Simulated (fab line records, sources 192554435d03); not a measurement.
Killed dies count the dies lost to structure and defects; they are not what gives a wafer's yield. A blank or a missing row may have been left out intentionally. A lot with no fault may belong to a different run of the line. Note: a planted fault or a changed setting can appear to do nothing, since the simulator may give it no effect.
fab line records || flow n5Finfet || part 2 of 2: steps 19 to 27 of 27
[record] {"lots": 5, "wafers": 15, "lastDay": 17}
route steps=1938 shown BEOL_M2@872
lots with no fault: from the same line, run without faults
startH: hours from the record's first day to the start of the lot's first wafer shown || waitH: hours since the lot's step before || " as in the row above || L1.1+2: a single row standing in for several wafers || - no value, or no start given || * or withheld: withheld || < > ~ a bound
route shown NAME@n: NAME is a module with steps in the file, n the number in the route of the first one || usual: average and standard deviation across the fault-free wafers || same: alike in all rows || chamber/n: place in a boat || sites: per-site readings || _std_site: the standard deviation of these || _edge_site: the outer-site mean with the inner-site mean subtracted || radiusMm: for every site, how far away it sits from the centre of the wafer || mask NAME#n: copy n || behind: the most recent tool/chamber to have shaped the wafer || hold: why the lot was held/for how many hours/how that ended || device: whichever transistor did not switch (one of n, p or np) || end of line: tests run on the same wafers once the route is complete || for a step that has no rows: nothing shown but its recipe || killed: at the first sort, the dies lost to defects and structure; wafer yield is something else || map: dies across one wafer; x = killed, . = not, _ = none there
set.NAME: the run value of the setting; set.NAME@STEP: its run value at that earlier step || model.NAME: the simulator's own value behind a step, which no gauge read
lots seen at some steps along the route; tables by step, rows by wafer
services: a tool's chamber out of use, with start hour (startH, from the record's first day; less than 0 if before it), hours out, and reason
[[steps]]
[step N5_BEOL_M2_TRENCH_ETCH_37]
[recipe] {"chemistry": "C4F6/O2", "targetDepthA": 555.55, "target": "SiOC", "timeS": 29.2, "ionEnergyEv": 250, "pressureMtorr": 30, "sourceW": 355, "biasW": 185, "Ar_flow_sccm": 300, "C4F6_flow_sccm": 10, "O2_flow_sccm": 10}
[usual] {"drypumpMotorCurrentA": "5.8/0.31", "mfcArSccm": "300.2/0.94", "oes_o_777_au": "0.82/0.086", "oesProductAu": "0.82/0.09", "rfVppV": "671/23", "showerheadPlenumPTorr": "2.84/0.1", "throttleValvePct": "20.8/0.31"}
{"lot.wafer": "L075.1", "tool": "rieDiel-03", "chamber": 3, "startH": "-", "waitH": "-", "drypumpMotorCurrentA": 5.3, "mfcArSccm": 299.8, "oes_o_777_au": 0.81, "oesProductAu": 0.85, "rfHoursCounterH": 48, "rfVppV": 657, "showerheadPlenumPTorr": 2.88, "throttleValvePct": 20.6}
{"lot.wafer": "L075.2", "tool": "rieDiel-03", "chamber": 1, "startH": "-", "waitH": "-", "drypumpMotorCurrentA": 5.9, "mfcArSccm": 300.0, "oes_o_777_au": 0.95, "oesProductAu": 0.98, "rfHoursCounterH": 9, "rfVppV": 695, "showerheadPlenumPTorr": 2.80, "throttleValvePct": 20.9}
{"lot.wafer": "L075.5", "tool": "rieDiel-03", "chamber": 3, "startH": "-", "waitH": "-", "drypumpMotorCurrentA": 5.3, "mfcArSccm": 299.6, "oes_o_777_au": 0.81, "oesProductAu": 0.84, "rfHoursCounterH": "-", "rfVppV": 658, "showerheadPlenumPTorr": 2.88, "throttleValvePct": 20.6}
{"lot.wafer": "L080.1", "tool": "rieDiel-05", "chamber": 0, "startH": "-", "waitH": "-", "drypumpMotorCurrentA": 5.6, "mfcArSccm": 300.0, "oes_o_777_au": 0.72, "oesProductAu": 0.69, "rfHoursCounterH": 242, "rfVppV": 648, "showerheadPlenumPTorr": 2.84, "throttleValvePct": 20.9}
{"lot.wafer": "L080.5", "tool": "rieDiel-05", "chamber": 1, "startH": "-", "waitH": "-", "drypumpMotorCurrentA": 5.3, "mfcArSccm": 299.9, "oes_o_777_au": 0.76, "oesProductAu": 0.79, "rfHoursCounterH": "-", "rfVppV": 717, "showerheadPlenumPTorr": 2.96, "throttleValvePct": 20.6}
{"lot.wafer": "L080.6", "tool": "rieDiel-05", "chamber": 0, "startH": "-", "waitH": "-", "drypumpMotorCurrentA": 5.6, "mfcArSccm": 301.9, "oes_o_777_au": 0.72, "oesProductAu": 0.70, "rfHoursCounterH": "-", "rfVppV": 647, "showerheadPlenumPTorr": 2.84, "throttleValvePct": 20.9}
{"lot.wafer": "L089.1", "tool": "rieDiel-05", "chamber": 2, "startH": "-", "waitH": "-", "drypumpMotorCurrentA": 6.2, "mfcArSccm": 298.6, "oes_o_777_au": 0.88, "oesProductAu": 0.88, "rfHoursCounterH": 44, "rfVppV": 674, "showerheadPlenumPTorr": 2.86, "throttleValvePct": 20.4}
{"lot.wafer": "L089.2", "tool": "rieDiel-05", "chamber": 3, "startH": "-", "waitH": "-", "drypumpMotorCurrentA": 5.8, "mfcArSccm": 299.5, "oes_o_777_au": 0.79, "oesProductAu": 0.77, "rfHoursCounterH": 193, "rfVppV": 693, "showerheadPlenumPTorr": 2.83, "throttleValvePct": 21.1}
{"lot.wafer": "L089.4", "tool": "rieDiel-05", "chamber": 1, "startH": "-", "waitH": "-", "drypumpMotorCurrentA": 5.3, "mfcArSccm": 301.2, "oes_o_777_au": 0.75, "oesProductAu": 0.78, "rfHoursCounterH": 117, "rfVppV": 720, "showerheadPlenumPTorr": 2.96, "throttleValvePct": 20.6}
{"lot.wafer": "L091.2", "tool": "rieDiel-03", "chamber": 2, "startH": "-", "waitH": "-", "drypumpMotorCurrentA": 6.1, "mfcArSccm": 299.3, "oes_o_777_au": 0.81, "oesProductAu": 0.80, "rfHoursCounterH": 94, "rfVppV": 682, "showerheadPlenumPTorr": 3.03, "throttleValvePct": 21.5}
{"lot.wafer": "L091.4", "tool": "rieDiel-03", "chamber": 0, "startH": "-", "waitH": "-", "drypumpMotorCurrentA": 5.7, "mfcArSccm": 300.9, "oes_o_777_au": 0.92, "oesProductAu": 0.91, "rfHoursCounterH": 28, "rfVppV": 685, "showerheadPlenumPTorr": 2.90, "throttleValvePct": 20.7}
{"lot.wafer": "L091.6", "tool": "rieDiel-03", "chamber": 2, "startH": "-", "waitH": "-", "drypumpMotorCurrentA": 6.1, "mfcArSccm": 299.6, "oes_o_777_au": 0.82, "oesProductAu": 0.80, "rfHoursCounterH": "-", "rfVppV": 683, "showerheadPlenumPTorr": 3.03, "throttleValvePct": 21.5}
{"lot.wafer": "L096.1", "tool": "rieDiel-03", "chamber": 2, "startH": "-", "waitH": "-", "drypumpMotorCurrentA": 6.2, "mfcArSccm": 298.4, "oes_o_777_au": 0.80, "oesProductAu": 0.78, "rfHoursCounterH": 103, "rfVppV": 681, "showerheadPlenumPTorr": 3.02, "throttleValvePct": 21.5}
{"lot.wafer": "L096.4", "tool": "rieDiel-03", "chamber": 1, "startH": "-", "waitH": "-", "drypumpMotorCurrentA": 5.9, "mfcArSccm": 300.0, "oes_o_777_au": 0.86, "oesProductAu": 0.88, "rfHoursCounterH": 58, "rfVppV": 694, "showerheadPlenumPTorr": 2.78, "throttleValvePct": 21.0}
{"lot.wafer": "L096.6", "tool": "rieDiel-03", "chamber": 3, "startH": "-", "waitH": "-", "drypumpMotorCurrentA": 5.3, "mfcArSccm": 302.1, "oes_o_777_au": 0.75, "oesProductAu": 0.78, "rfHoursCounterH": "-", "rfVppV": 657, "showerheadPlenumPTorr": 2.86, "throttleValvePct": 20.7}
[step N5_BEOL_M2_ETCH_41]
[recipe] {"chemistry": "CH3F/O2", "target": "SiCN", "targetDepthA": 299, "taperDeg": 2, "timeS": 52.5, "ionEnergyEv": 120, "maskMaterial": "TiN", "pressureMtorr": 30, "sourceW": 395, "biasW": 75, "Ar_flow_sccm": 150, "CH3F_flow_sccm": 30, "O2_flow_sccm": 20}
[usual] {"drypumpMotorCurrentA": "5.8/0.31", "mfcArSccm": "150.0/0.44", "oesProductAu": "0.82/0.09", "rfVppV": "297.2/1.6", "showerheadPlenumPTorr": "2.00/0.073", "throttleValvePct": "16.27/0.25"}
{"lot.wafer": "L075.1", "tool": "rieDiel-03", "chamber": 3, "startH": "-", "waitH": "-", "drypumpMotorCurrentA": 5.3, "mfcArSccm": 149.6, "oesProductAu": 0.85, "rfHoursCounterH": 48, "rfVppV": 299.1, "showerheadPlenumPTorr": 2.03, "throttleValvePct": 16.06}
{"lot.wafer": "L075.2", "tool": "rieDiel-03", "chamber": 1, "startH": "-", "waitH": "-", "drypumpMotorCurrentA": 6.0, "mfcArSccm": 150.1, "oesProductAu": 0.98, "rfHoursCounterH": 9, "rfVppV": 297.4, "showerheadPlenumPTorr": 1.96, "throttleValvePct": 16.26}
{"lot.wafer": "L075.5", "tool": "rieDiel-03", "chamber": 3, "startH": "-", "waitH": "-", "drypumpMotorCurrentA": 5.3, "mfcArSccm": 149.5, "oesProductAu": 0.84, "rfHoursCounterH": "-", "rfVppV": 298.4, "showerheadPlenumPTorr": 2.03, "throttleValvePct": 16.07}
{"lot.wafer": "L080.1", "tool": "rieDiel-05", "chamber": 0, "startH": "-", "waitH": "-", "drypumpMotorCurrentA": 5.6, "mfcArSccm": 151.1, "oesProductAu": 0.69, "rfHoursCounterH": 242, "rfVppV": 295.7, "showerheadPlenumPTorr": 1.99, "throttleValvePct": 16.36}
{"lot.wafer": "L080.5", "tool": "rieDiel-05", "chamber": 1, "startH": "-", "waitH": "-", "drypumpMotorCurrentA": 5.3, "mfcArSccm": 149.3, "oesProductAu": 0.78, "rfHoursCounterH": "-", "rfVppV": 299.7, "showerheadPlenumPTorr": 2.09, "throttleValvePct": 16.16}
{"lot.wafer": "L080.6", "tool": "rieDiel-05", "chamber": 0, "startH": "-", "waitH": "-", "drypumpMotorCurrentA": 5.6, "mfcArSccm": 151.0, "oesProductAu": 0.68, "rfHoursCounterH": "-", "rfVppV": 298.0, "showerheadPlenumPTorr": 1.99, "throttleValvePct": 16.36}
{"lot.wafer": "L089.1", "tool": "rieDiel-05", "chamber": 2, "startH": "-", "waitH": "-", "drypumpMotorCurrentA": 6.2, "mfcArSccm": 150.4, "oesProductAu": 0.88, "rfHoursCounterH": 44, "rfVppV": 298.2, "showerheadPlenumPTorr": 2.02, "throttleValvePct": 15.93}
{"lot.wafer": "L089.2", "tool": "rieDiel-05", "chamber": 3, "startH": "-", "waitH": "-", "drypumpMotorCurrentA": 5.9, "mfcArSccm": 149.9, "oesProductAu": 0.77, "rfHoursCounterH": 193, "rfVppV": 296.1, "showerheadPlenumPTorr": 1.98, "throttleValvePct": 16.56}
{"lot.wafer": "L089.4", "tool": "rieDiel-05", "chamber": 1, "startH": "-", "waitH": "-", "drypumpMotorCurrentA": 5.3, "mfcArSccm": 149.8, "oesProductAu": 0.78, "rfHoursCounterH": 117, "rfVppV": 299.1, "showerheadPlenumPTorr": 2.09, "throttleValvePct": 16.15}
{"lot.wafer": "L091.2", "tool": "rieDiel-03", "chamber": 2, "startH": "-", "waitH": "-", "drypumpMotorCurrentA": 6.2, "mfcArSccm": 149.5, "oesProductAu": 0.79, "rfHoursCounterH": 94, "rfVppV": 300.3, "showerheadPlenumPTorr": 2.13, "throttleValvePct": 16.83}
{"lot.wafer": "L091.4", "tool": "rieDiel-03", "chamber": 0, "startH": "-", "waitH": "-", "drypumpMotorCurrentA": 5.7, "mfcArSccm": 150.5, "oesProductAu": 0.92, "rfHoursCounterH": 28, "rfVppV": 298.7, "showerheadPlenumPTorr": 2.04, "throttleValvePct": 16.10}
{"lot.wafer": "L091.6", "tool": "rieDiel-03", "chamber": 2, "startH": "-", "waitH": "-", "drypumpMotorCurrentA": 6.2, "mfcArSccm": 150.1, "oesProductAu": 0.80, "rfHoursCounterH": "-", "rfVppV": 299.2, "showerheadPlenumPTorr": 2.13, "throttleValvePct": 16.81}
{"lot.wafer": "L096.1", "tool": "rieDiel-03", "chamber": 2, "startH": "-", "waitH": "-", "drypumpMotorCurrentA": 6.2, "mfcArSccm": 148.9, "oesProductAu": 0.79, "rfHoursCounterH": 103, "rfVppV": 298.9, "showerheadPlenumPTorr": 2.12, "throttleValvePct": 16.84}
{"lot.wafer": "L096.4", "tool": "rieDiel-03", "chamber": 1, "startH": "-", "waitH": "-", "drypumpMotorCurrentA": 6.0, "mfcArSccm": 150.3, "oesProductAu": 0.89, "rfHoursCounterH": 58, "rfVppV": 295.0, "showerheadPlenumPTorr": 1.95, "throttleValvePct": 16.36}
{"lot.wafer": "L096.6", "tool": "rieDiel-03", "chamber": 3, "startH": "-", "waitH": "-", "drypumpMotorCurrentA": 5.3, "mfcArSccm": 149.6, "oesProductAu": 0.79, "rfHoursCounterH": "-", "rfVppV": 296.6, "showerheadPlenumPTorr": 2.01, "throttleValvePct": 16.17}
[step N5_BEOL_M2_STRIP_97]
[recipe] {"chemistry": "N2/H2", "timeS": 10, "powerW": 450, "tempC": 40, "pressureMtorr": 20, "rfFrequencyHz": 6e+07, "biasPowerW": 7, "n2FlowSccm": 200, "h2FlowSccm": 200}
[usual] {"drypumpMotorCurrentA": "5.8/0.31", "oesProductAu": "0.81/0.087", "rfVppV": "59.1/0.9", "showerheadPlenumPTorr": "2.54/0.094", "throttleValvePct": "23.6/0.38"}
{"lot.wafer": "L075.1", "tool": "rieDiel-03", "chamber": 3, "startH": "-", "waitH": "-", "drypumpMotorCurrentA": 5.3, "oesProductAu": 0.84, "rfHoursCounterH": 48, "rfVppV": 59.6, "showerheadPlenumPTorr": 2.60, "throttleValvePct": 23.7}
{"lot.wafer": "L075.2", "tool": "rieDiel-03", "chamber": 1, "startH": "-", "waitH": "-", "drypumpMotorCurrentA": 5.9, "oesProductAu": 0.97, "rfHoursCounterH": 9, "rfVppV": 60.9, "showerheadPlenumPTorr": 2.49, "throttleValvePct": 23.9}
{"lot.wafer": "L075.5", "tool": "rieDiel-03", "chamber": 3, "startH": "-", "waitH": "-", "drypumpMotorCurrentA": 5.3, "oesProductAu": 0.84, "rfHoursCounterH": "-", "rfVppV": 59.5, "showerheadPlenumPTorr": 2.60, "throttleValvePct": 23.7}
{"lot.wafer": "L080.1", "tool": "rieDiel-05", "chamber": 0, "startH": "-", "waitH": "-", "drypumpMotorCurrentA": 5.6, "oesProductAu": 0.69, "rfHoursCounterH": 242, "rfVppV": 60.0, "showerheadPlenumPTorr": 2.50, "throttleValvePct": 23.6}
{"lot.wafer": "L080.5", "tool": "rieDiel-05", "chamber": 1, "startH": "-", "waitH": "-", "drypumpMotorCurrentA": 5.3, "oesProductAu": 0.77, "rfHoursCounterH": "-", "rfVppV": 59.7, "showerheadPlenumPTorr": 2.67, "throttleValvePct": 23.4}
{"lot.wafer": "L080.6", "tool": "rieDiel-05", "chamber": 0, "startH": "-", "waitH": "-", "drypumpMotorCurrentA": 5.6, "oesProductAu": 0.69, "rfHoursCounterH": "-", "rfVppV": 59.2, "showerheadPlenumPTorr": 2.50, "throttleValvePct": 23.5}
{"lot.wafer": "L089.1", "tool": "rieDiel-05", "chamber": 2, "startH": "-", "waitH": "-", "drypumpMotorCurrentA": 6.1, "oesProductAu": 0.87, "rfHoursCounterH": 44, "rfVppV": 60.1, "showerheadPlenumPTorr": 2.54, "throttleValvePct": 22.9}
{"lot.wafer": "L089.2", "tool": "rieDiel-05", "chamber": 3, "startH": "-", "waitH": "-", "drypumpMotorCurrentA": 5.8, "oesProductAu": 0.76, "rfHoursCounterH": 193, "rfVppV": 59.5, "showerheadPlenumPTorr": 2.53, "throttleValvePct": 24.3}
{"lot.wafer": "L089.4", "tool": "rieDiel-05", "chamber": 1, "startH": "-", "waitH": "-", "drypumpMotorCurrentA": 5.3, "oesProductAu": 0.77, "rfHoursCounterH": 117, "rfVppV": 61.0, "showerheadPlenumPTorr": 2.67, "throttleValvePct": 23.4}
{"lot.wafer": "L091.2", "tool": "rieDiel-03", "chamber": 2, "startH": "-", "waitH": "-", "drypumpMotorCurrentA": 6.2, "oesProductAu": 0.79, "rfHoursCounterH": 94, "rfVppV": 61.0, "showerheadPlenumPTorr": 2.67, "throttleValvePct": 24.1}
{"lot.wafer": "L091.4", "tool": "rieDiel-03", "chamber": 0, "startH": "-", "waitH": "-", "drypumpMotorCurrentA": 5.7, "oesProductAu": 0.93, "rfHoursCounterH": 28, "rfVppV": 58.6, "showerheadPlenumPTorr": 2.61, "throttleValvePct": 23.6}
{"lot.wafer": "L091.6", "tool": "rieDiel-03", "chamber": 2, "startH": "-", "waitH": "-", "drypumpMotorCurrentA": 6.2, "oesProductAu": 0.79, "rfHoursCounterH": "-", "rfVppV": 59.1, "showerheadPlenumPTorr": 2.67, "throttleValvePct": 24.1}
{"lot.wafer": "L096.1", "tool": "rieDiel-03", "chamber": 2, "startH": "-", "waitH": "-", "drypumpMotorCurrentA": 6.2, "oesProductAu": 0.78, "rfHoursCounterH": 103, "rfVppV": 60.9, "showerheadPlenumPTorr": 2.66, "throttleValvePct": 24.1}
{"lot.wafer": "L096.4", "tool": "rieDiel-03", "chamber": 1, "startH": "-", "waitH": "-", "drypumpMotorCurrentA": 5.9, "oesProductAu": 0.87, "rfHoursCounterH": 58, "rfVppV": 59.0, "showerheadPlenumPTorr": 2.47, "throttleValvePct": 24.0}
{"lot.wafer": "L096.6", "tool": "rieDiel-03", "chamber": 3, "startH": "-", "waitH": "-", "drypumpMotorCurrentA": 5.3, "oesProductAu": 0.78, "rfHoursCounterH": "-", "rfVppV": 58.4, "showerheadPlenumPTorr": 2.58, "throttleValvePct": 23.8}
[step N5_BEOL_M2_OCD_MEAS_38]
[usual] {"trenchDepthNm": "55.7/1.9"}
{"lot.wafer": "L075.1", "tool": "ocd-01", "chamber": "-", "startH": 138.18, "waitH": "-", "trenchDepthNm": 54.7}
{"lot.wafer": "L075.2", "tool": "ocd-01", "chamber": "-", "startH": 138.18, "waitH": "-", "trenchDepthNm": 55.8}
{"lot.wafer": "L075.5", "tool": "ocd-01", "chamber": "-", "startH": 138.18, "waitH": "-", "trenchDepthNm": 54.6}
{"lot.wafer": "L080.1", "tool": "ocd-01", "chamber": "-", "startH": 216.41, "waitH": "-", "trenchDepthNm": 55.0}
{"lot.wafer": "L080.5", "tool": "ocd-01", "chamber": "-", "startH": 216.41, "waitH": "-", "trenchDepthNm": 56.3}
{"lot.wafer": "L080.6", "tool": "ocd-01", "chamber": "-", "startH": 216.41, "waitH": "-", "trenchDepthNm": 55.4}
{"lot.wafer": "L089.1", "tool": "ocd-01", "chamber": "-", "startH": 228.40, "waitH": "-", "trenchDepthNm": 57.9}
{"lot.wafer": "L089.2", "tool": "ocd-01", "chamber": "-", "startH": 228.40, "waitH": "-", "trenchDepthNm": 58.2}
{"lot.wafer": "L089.4", "tool": "ocd-01", "chamber": "-", "startH": 228.40, "waitH": "-", "trenchDepthNm": 55.7}
{"lot.wafer": "L091.2", "tool": "ocd-01", "chamber": "-", "startH": 244.01, "waitH": "-", "trenchDepthNm": 54.5}
{"lot.wafer": "L091.4", "tool": "ocd-01", "chamber": "-", "startH": 244.01, "waitH": "-", "trenchDepthNm": 57.1}
{"lot.wafer": "L091.6", "tool": "ocd-01", "chamber": "-", "startH": 244.01, "waitH": "-", "trenchDepthNm": 55.8}
{"lot.wafer": "L096.1", "tool": "ocd-01", "chamber": "-", "startH": 279.60, "waitH": "-", "trenchDepthNm": 55.2}
{"lot.wafer": "L096.4", "tool": "ocd-01", "chamber": "-", "startH": 279.60, "waitH": "-", "trenchDepthNm": 56.4}
{"lot.wafer": "L096.6", "tool": "ocd-01", "chamber": "-", "startH": 279.60, "waitH": "-", "trenchDepthNm": 54.3}
[step N5_BEOL_M2_HM_STRIP_39]
[recipe] {"chemistry": "peroxideTinStrip", "material": "TiN", "targetDepthA": 250, "tempC": 50, "timeS": 158}
[usual] {"bathGuardTempC": "50.1/0.57"}
{"lot.wafer": "L075.1", "tool": "wetBench-03", "chamber": 1, "startH": 138.22, "waitH": 0.0, "bathGuardTempC": 49.6}
{"lot.wafer": "L075.2", "tool": "wetBench-03", "chamber": 0, "startH": 138.22, "waitH": 0.0, "bathGuardTempC": 50.3}
{"lot.wafer": "L075.5", "tool": "wetBench-03", "chamber": 4, "startH": 138.22, "waitH": 0.0, "bathGuardTempC": 50.1}
{"lot.wafer": "L080.1", "tool": "wetBench-02", "chamber": 5, "startH": 216.51, "waitH": 0.1, "bathGuardTempC": 51.6}
{"lot.wafer": "L080.5", "tool": "wetBench-02", "chamber": 3, "startH": 216.51, "waitH": 0.1, "bathGuardTempC": 50.6}
{"lot.wafer": "L080.6", "tool": "wetBench-02", "chamber": 0, "startH": 216.51, "waitH": 0.1, "bathGuardTempC": 50.2}
{"lot.wafer": "L089.1", "tool": "wetBench-05", "chamber": 4, "startH": 228.43, "waitH": 0.0, "bathGuardTempC": 48.3}
{"lot.wafer": "L089.2", "tool": "wetBench-05", "chamber": 3, "startH": 228.43, "waitH": 0.0, "bathGuardTempC": 50.4}
{"lot.wafer": "L089.4", "tool": "wetBench-05", "chamber": 2, "startH": 228.43, "waitH": 0.0, "bathGuardTempC": 50.3}
{"lot.wafer": "L091.2", "tool": "wetBench-02", "chamber": 2, "startH": 244.04, "waitH": 0.0, "bathGuardTempC": 50.2}
{"lot.wafer": "L091.4", "tool": "wetBench-02", "chamber": 1, "startH": 244.04, "waitH": 0.0, "bathGuardTempC": 49.9}
{"lot.wafer": "L091.6", "tool": "wetBench-02", "chamber": 3, "startH": 244.04, "waitH": 0.0, "bathGuardTempC": 50.5}
{"lot.wafer": "L096.1", "tool": "wetBench-02", "chamber": 3, "startH": 279.64, "waitH": 0.0, "bathGuardTempC": 50.4}
{"lot.wafer": "L096.4", "tool": "wetBench-02", "chamber": 6, "startH": 279.64, "waitH": 0.0, "bathGuardTempC": 50.0}
{"lot.wafer": "L096.6", "tool": "wetBench-02", "chamber": 2, "startH": 279.64, "waitH": 0.0, "bathGuardTempC": 49.7}
[step N5_BEOL_M2_SRD_40]
[recipe] {"timeS": 30, "tempC": 23, "rinseLiquid": "diw", "dry": "ipaMarangoni"}
{"lot.wafer": "L075.1+2+5", "tool": "wetBench-03", "chamber": "1,0,4", "startH": 138.26, "waitH": 0.0}
{"lot.wafer": "L080.1+5+6", "tool": "wetBench-02", "chamber": "5,3,0", "startH": 216.56, "waitH": 0.0}
{"lot.wafer": "L089.1+2+4", "tool": "wetBench-05", "chamber": "4,3,2", "startH": 228.48, "waitH": 0.0}
{"lot.wafer": "L091.2+4+6", "tool": "wetBench-02", "chamber": "2,1,3", "startH": 244.09, "waitH": 0.0}
{"lot.wafer": "L096.1+4+6", "tool": "wetBench-02", "chamber": "3,6,2", "startH": 279.73, "waitH": 0.0}
[step N5_BEOL_M2_PRECLEAN_42]
[recipe] {"chemistry": "residueRemover", "timeS": 60, "tempC": 40}
[usual] {"bathGuardTempC": "40.1/0.58"}
{"lot.wafer": "L075.1", "tool": "wetBench-03", "chamber": 1, "startH": 138.28, "waitH": 0.0, "bathGuardTempC": 39.8}
{"lot.wafer": "L075.2", "tool": "wetBench-03", "chamber": 0, "startH": 138.28, "waitH": 0.0, "bathGuardTempC": 40.9}
{"lot.wafer": "L075.5", "tool": "wetBench-03", "chamber": 4, "startH": 138.28, "waitH": 0.0, "bathGuardTempC": 39.6}
{"lot.wafer": "L080.1", "tool": "wetBench-02", "chamber": 5, "startH": 216.58, "waitH": 0.0, "bathGuardTempC": 41.8}
{"lot.wafer": "L080.5", "tool": "wetBench-02", "chamber": 3, "startH": 216.58, "waitH": 0.0, "bathGuardTempC": 40.5}
{"lot.wafer": "L080.6", "tool": "wetBench-02", "chamber": 0, "startH": 216.58, "waitH": 0.0, "bathGuardTempC": 40.1}
{"lot.wafer": "L089.1", "tool": "wetBench-05", "chamber": 4, "startH": 228.49, "waitH": 0.0, "bathGuardTempC": 38.4}
{"lot.wafer": "L089.2", "tool": "wetBench-05", "chamber": 3, "startH": 228.49, "waitH": 0.0, "bathGuardTempC": 40.5}
{"lot.wafer": "L089.4", "tool": "wetBench-05", "chamber": 2, "startH": 228.49, "waitH": 0.0, "bathGuardTempC": 39.9}
{"lot.wafer": "L091.2", "tool": "wetBench-02", "chamber": 2, "startH": 244.11, "waitH": 0.0, "bathGuardTempC": 39.9}
{"lot.wafer": "L091.4", "tool": "wetBench-02", "chamber": 1, "startH": 244.11, "waitH": 0.0, "bathGuardTempC": 40.2}
{"lot.wafer": "L091.6", "tool": "wetBench-02", "chamber": 3, "startH": 244.11, "waitH": 0.0, "bathGuardTempC": 40.4}
{"lot.wafer": "L096.1", "tool": "wetBench-02", "chamber": 3, "startH": 279.76, "waitH": 0.0, "bathGuardTempC": 40.4}
{"lot.wafer": "L096.4", "tool": "wetBench-02", "chamber": 6, "startH": 279.76, "waitH": 0.0, "bathGuardTempC": 40.4}
{"lot.wafer": "L096.6", "tool": "wetBench-02", "chamber": 2, "startH": 279.76, "waitH": 0.0, "bathGuardTempC": 39.5}
[step N5_BEOL_M2_SRD_43]
[recipe] {"timeS": 30, "tempC": 23, "rinseLiquid": "diw", "dry": "ipaMarangoni"}
{"lot.wafer": "L075.1+2+5", "tool": "wetBench-03", "chamber": "1,0,4", "startH": 138.30, "waitH": 0.0}
{"lot.wafer": "L080.1+5+6", "tool": "wetBench-02", "chamber": "5,3,0", "startH": 216.60, "waitH": 0.0}
{"lot.wafer": "L089.1+2+4", "tool": "wetBench-05", "chamber": "4,3,2", "startH": 228.51, "waitH": 0.0}
{"lot.wafer": "L091.2+4+6", "tool": "wetBench-02", "chamber": "2,1,3", "startH": 244.13, "waitH": 0.0}
{"lot.wafer": "L096.1+4+6", "tool": "wetBench-02", "chamber": "3,6,2", "startH": 279.80, "waitH": 0.0}
[step N5_BEOL_M2_CD_MEAS_35]
[recipe] {"targetCdNm": 18, "targetCdYNm": 22.2, "polarity": "opening"}
[usual] {"cdNm": "17.8/0.37"}
{"lot.wafer": "L075.1", "tool": "cdSem-03", "chamber": "-", "startH": 138.34, "waitH": 0.0, "cdNm": 18.0}
{"lot.wafer": "L075.2", "tool": "cdSem-03", "chamber": "-", "startH": 138.34, "waitH": 0.0, "cdNm": 17.9}
{"lot.wafer": "L075.5", "tool": "cdSem-03", "chamber": "-", "startH": 138.34, "waitH": 0.0, "cdNm": 18.2}
{"lot.wafer": "L080.1", "tool": "cdSem-03", "chamber": "-", "startH": 216.64, "waitH": 0.0, "cdNm": 18.1}
{"lot.wafer": "L080.5", "tool": "cdSem-03", "chamber": "-", "startH": 216.64, "waitH": 0.0, "cdNm": 17.7}
{"lot.wafer": "L080.6", "tool": "cdSem-03", "chamber": "-", "startH": 216.64, "waitH": 0.0, "cdNm": 17.8}
{"lot.wafer": "L089.1", "tool": "cdSem-03", "chamber": "-", "startH": 228.55, "waitH": 0.0, "cdNm": 16.8}
{"lot.wafer": "L089.2", "tool": "cdSem-03", "chamber": "-", "startH": 228.55, "waitH": 0.0, "cdNm": 18.0}
{"lot.wafer": "L089.4", "tool": "cdSem-03", "chamber": "-", "startH": 228.55, "waitH": 0.0, "cdNm": 17.6}
{"lot.wafer": "L091.2", "tool": "cdSem-02", "chamber": "-", "startH": 244.17, "waitH": 0.0, "cdNm": 17.6}
{"lot.wafer": "L091.4", "tool": "cdSem-02", "chamber": "-", "startH": 244.17, "waitH": 0.0, "cdNm": 18.0}
{"lot.wafer": "L091.6", "tool": "cdSem-02", "chamber": "-", "startH": 244.17, "waitH": 0.0, "cdNm": 17.6}
{"lot.wafer": "L096.1", "tool": "cdSem-02", "chamber": "-", "startH": 279.86, "waitH": 0.0, "cdNm": 18.1}
{"lot.wafer": "L096.4", "tool": "cdSem-02", "chamber": "-", "startH": 279.86, "waitH": 0.0, "cdNm": 18.0}
{"lot.wafer": "L096.6", "tool": "cdSem-02", "chamber": "-", "startH": 279.86, "waitH": 0.0, "cdNm": 17.8}
[[services]]
{"tool": "euvScanner-02", "chamber": "-", "startH": 125.34, "hours": 1.0, "kind": "pm"}
{"tool": "rieDiel-05", "chamber": 2, "startH": 126.24, "hours": 11.1, "kind": "repair"}
{"tool": "rieDiel-03", "chamber": 0, "startH": 141.00, "hours": "-", "kind": "clean"}
{"tool": "rieDiel-03", "chamber": 0, "startH": 141.00, "hours": "-", "kind": "consumableReplace:focusRing"}
{"tool": "rieDiel-03", "chamber": 0, "startH": 141.00, "hours": 21.1, "kind": "scheduledDown"}
{"tool": "euvScanner-02", "chamber": "-", "startH": 157.85, "hours": 5.8, "kind": "pm"}
{"tool": "aldSin-02", "chamber": "-", "startH": 161.48, "hours": 2.8, "kind": "pm"}
{"tool": "aldSin-02", "chamber": "-", "startH": 176.75, "hours": 14.0, "kind": "pm"}
{"tool": "wetBench-03", "chamber": "-", "startH": 177.77, "hours": 0.7, "kind": "repair"}
{"tool": "euvScanner-02", "chamber": "-", "startH": 181.49, "hours": 1.0, "kind": "pm"}
{"tool": "euvScanner-02", "chamber": "-", "startH": 182.50, "hours": 4.6, "kind": "pm"}
{"tool": "rieDiel-03", "chamber": 3, "startH": 191.96, "hours": 1.7, "kind": "repair"}
{"tool": "rieDiel-03", "chamber": 0, "startH": 210.20, "hours": 8.6, "kind": "repair"}
{"tool": "rieDiel-03", "chamber": 1, "startH": 224.57, "hours": 8.3, "kind": "repair"}
{"tool": "euvScanner-02", "chamber": "-", "startH": 237.64, "hours": 1.0, "kind": "pm"}
{"tool": "rieDiel-05", "chamber": 0, "startH": 244.10, "hours": "-", "kind": "clean"}
{"tool": "rieDiel-05", "chamber": 0, "startH": 244.10, "hours": "-", "kind": "consumableReplace:focusRing"}
{"tool": "rieDiel-05", "chamber": 0, "startH": 244.10, "hours": 14.7, "kind": "scheduledDown"}
{"tool": "rieDiel-05", "chamber": 0, "startH": 244.10, "hours": 14.7, "kind": "ventCycle"}
{"tool": "rieDiel-04", "chamber": 1, "startH": 254.81, "hours": 4.4, "kind": "repair"}
{"tool": "aldSin-01", "chamber": "-", "startH": 258.22, "hours": 0.7, "kind": "repair"}
{"tool": "aldSin-03", "chamber": "-", "startH": 268.45, "hours": 14.0, "kind": "pm"}
{"tool": "aldSin-01", "chamber": 3, "startH": 269.31, "hours": 3.1, "kind": "repair"}
{"tool": "aldSin-02", "chamber": "-", "startH": 276.83, "hours": 6.1, "kind": "pm"}
